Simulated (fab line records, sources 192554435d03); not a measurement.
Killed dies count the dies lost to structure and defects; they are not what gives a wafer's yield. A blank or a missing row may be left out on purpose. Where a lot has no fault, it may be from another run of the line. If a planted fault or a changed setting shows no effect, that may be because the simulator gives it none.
What tool caused it?    flow n5-finfet    24 lots with 72 wafers sampled at 3 steps, on a route of 1938 steps

== WHAT THE GAUGES READ, wafer by wafer ==
N5_BEOL_M15_THK_MEAS_01. Usual: M15_ILD_THK 1622 nm, standard deviation 21.
lot   measured      on             M15_ILD_THK (nm)  flag
L074  day 11 09:15  film-metro-01  1582 1618 1607    
L075  day 11 12:32  film-metro-02  1577 1609 1615    
L077  day 12 01:59  film-metro-02  1612 1625 1639    
L076  day 12 05:30  film-metro-01  1616 1635 1637    
L078  day 12 10:41  film-metro-01  1607 1607 1636    
L081  day 12 23:11  film-metro-01  1587 1611 1656    
L080  day 13 03:22  film-metro-02  1574 1605 1606    
L079  day 13 09:58  film-metro-01  1595 1608 1647    
L082  day 13 11:29  film-metro-01  1597 1640 1602    
L083  day 13 12:01  film-metro-02  1632 1637 1620    
L084  day 13 17:30  film-metro-02  1613 1663 1660    
L086  day 14 08:48  film-metro-01  1645 1655 1666    
L085  day 14 16:32  film-metro-02  1607 1634 1661    
L089  day 14 16:46  film-metro-02  1616 1627 1584    
L087  day 14 19:19  film-metro-01  1589 1620 1630    
L088  day 14 20:22  film-metro-01  1626 1599 1642    
L090  day 15 14:59  film-metro-02  1619 1627 1615    
L091  day 15 15:16  film-metro-02  1603 1614 1618    
L093  day 15 16:22  film-metro-02  1605 1600 1607    
L092  day 15 23:06  film-metro-02  1634 1677 1651    
L094  day 15 23:32  film-metro-02  1625 1634 1645    
L095  day 17 05:35  film-metro-02  1590 1635 1618    
L097  day 17 09:33  film-metro-02  1610 1598 1642    
L096  day 17 09:56  film-metro-01  1596 1601 1620    

N5_BEOL_M15_INSPECT_12: inspects for defects (macro). Usual: 2.1 for raw-defect-count, sd 1.5.
lot   measured      on                 raw-defect-count  flag
L074  day 11 09:37  defect-inspect-02  1 0 1             
L075  day 11 13:01  defect-inspect-01  0 1 1             
L077  day 12 02:29  defect-inspect-02  4 5 4             
L076  day 12 05:59  defect-inspect-01  3 2 4             
L078  day 12 11:02  defect-inspect-02  4 1 3             
L081  day 12 23:40  defect-inspect-02  2 1 3             
L080  day 13 03:50  defect-inspect-01  3 0 2             
L079  day 13 10:28  defect-inspect-02  2 2 3             
L082  day 13 11:50  defect-inspect-01  3 0 1             
L083  day 13 12:23  defect-inspect-02  1 2 2             
L084  day 13 17:59  defect-inspect-01  1 2 3             
L086  day 14 09:10  defect-inspect-01  4 8 3             
L085  day 14 17:01  defect-inspect-01  0 0 3             
L089  day 14 17:15  defect-inspect-02  3 4 2             
L087  day 14 19:40  defect-inspect-01  2 3 0             
L088  day 14 20:51  defect-inspect-02  2 1 1             
L090  day 15 15:29  defect-inspect-01  2 1 2             
L091  day 15 15:45  defect-inspect-01  4 5 3             
L093  day 15 16:50  defect-inspect-01  1 2 5             
L092  day 15 23:35  defect-inspect-01  0 5 2             
L094  day 16 00:01  defect-inspect-01  2 3 1             
L095  day 17 05:57  defect-inspect-02  2 1 0             
L097  day 17 10:02  defect-inspect-01  0 2 3             
L096  day 17 10:25  defect-inspect-01  6 4 1             

== WHAT TOOL EACH LOT RAN ON (gives the tool, then ch and the chambers of the sampled wafers, and finally the start) ==
lot   N5_BEOL_M14_ANNEAL_48
L074  rtp-anneal-01 ch 0, day 11 08:13
L075  rtp-anneal-02 ch 0, day 11 11:31
L077  rtp-anneal-01 ch 0, day 12 01:00
L076  rtp-anneal-02 ch 0, day 12 04:31
L078  rtp-anneal-02 ch 0, day 12 09:27
L081  rtp-anneal-02 ch 0, day 12 22:14
L080  rtp-anneal-01 ch 0, day 13 02:22
L079  rtp-anneal-02 ch 0, day 13 08:56
L082  rtp-anneal-01 ch 0, day 13 10:26
L083  rtp-anneal-01 ch 0, day 13 11:02
L084  rtp-anneal-01 ch 0, day 13 16:28
L086  rtp-anneal-01 ch 0, day 14 07:46
L085  rtp-anneal-02 ch 0, day 14 15:32
L089  rtp-anneal-01 ch 0, day 14 15:44
L087  rtp-anneal-02 ch 0, day 14 18:20
L088  rtp-anneal-01 ch 0, day 14 19:16
L090  rtp-anneal-02 ch 0, day 15 14:00
L091  rtp-anneal-02 ch 0, day 15 14:17
L093  rtp-anneal-02 ch 0, day 15 15:19
L092  rtp-anneal-02 ch 0, day 15 22:06
L094  rtp-anneal-01 ch 0, day 15 22:32
L095  rtp-anneal-01 ch 0, day 17 04:33
L097  rtp-anneal-01 ch 0, day 17 08:32
L096  rtp-anneal-01 ch 0, day 17 08:45
- N5_BEOL_M14_ANNEAL_48: time 90 s.

== WHAT THE TOOLS THEMSELVES READ (means of the sampled wafers that have a number; where no wafer has one, the mark that the record gives instead) ==
N5_BEOL_M14_ANNEAL_48. Usual: 225.76 for wafer_temp_C_max, sd 0.27.
lot   tool           wafer_temp_C_max  flag
L074  rtp-anneal-01  225.51            
L075  rtp-anneal-02  225.99            
L077  rtp-anneal-01  225.65            
L076  rtp-anneal-02  225.98            
L078  rtp-anneal-02  225.94            
L081  rtp-anneal-02  225.92            
L080  rtp-anneal-01  225.58            
L079  rtp-anneal-02  225.83            
L082  rtp-anneal-01  225.77            
L083  rtp-anneal-01  225.49            
L084  rtp-anneal-01  225.45            
L086  rtp-anneal-01  225.61            
L085  rtp-anneal-02  225.80            
L089  rtp-anneal-01  225.31            
L087  rtp-anneal-02  225.92            
L088  rtp-anneal-01  225.60            
L090  rtp-anneal-02  226.06            
L091  rtp-anneal-02  225.98            
L093  rtp-anneal-02  225.79            
L092  rtp-anneal-02  225.95            
L094  rtp-anneal-01  225.57            
L095  rtp-anneal-01  225.80            
L097  rtp-anneal-01  225.68            
L096  rtp-anneal-01  225.62            

== THE ANSWER, worked out from the rows above alone ==
Rule: a lot counts as off when the mean over its wafers that have a number is more than 3 standard deviations away from the usual mean. A lot without any number at a reading at which 4 lots or more have one is off too. Any other lot the step has rows for is counted as sound. First the gauges in route order, then the tools' own readings, where a lot's mean is used as printed above. At the first step where some lot is off, the reading lying furthest off is the one used; lots without a number count as furthest.
Across all readings shown, no lot is off: no conclusion can be drawn from this.

== WHAT WAS PUT IN BY THE SIMULATOR ==
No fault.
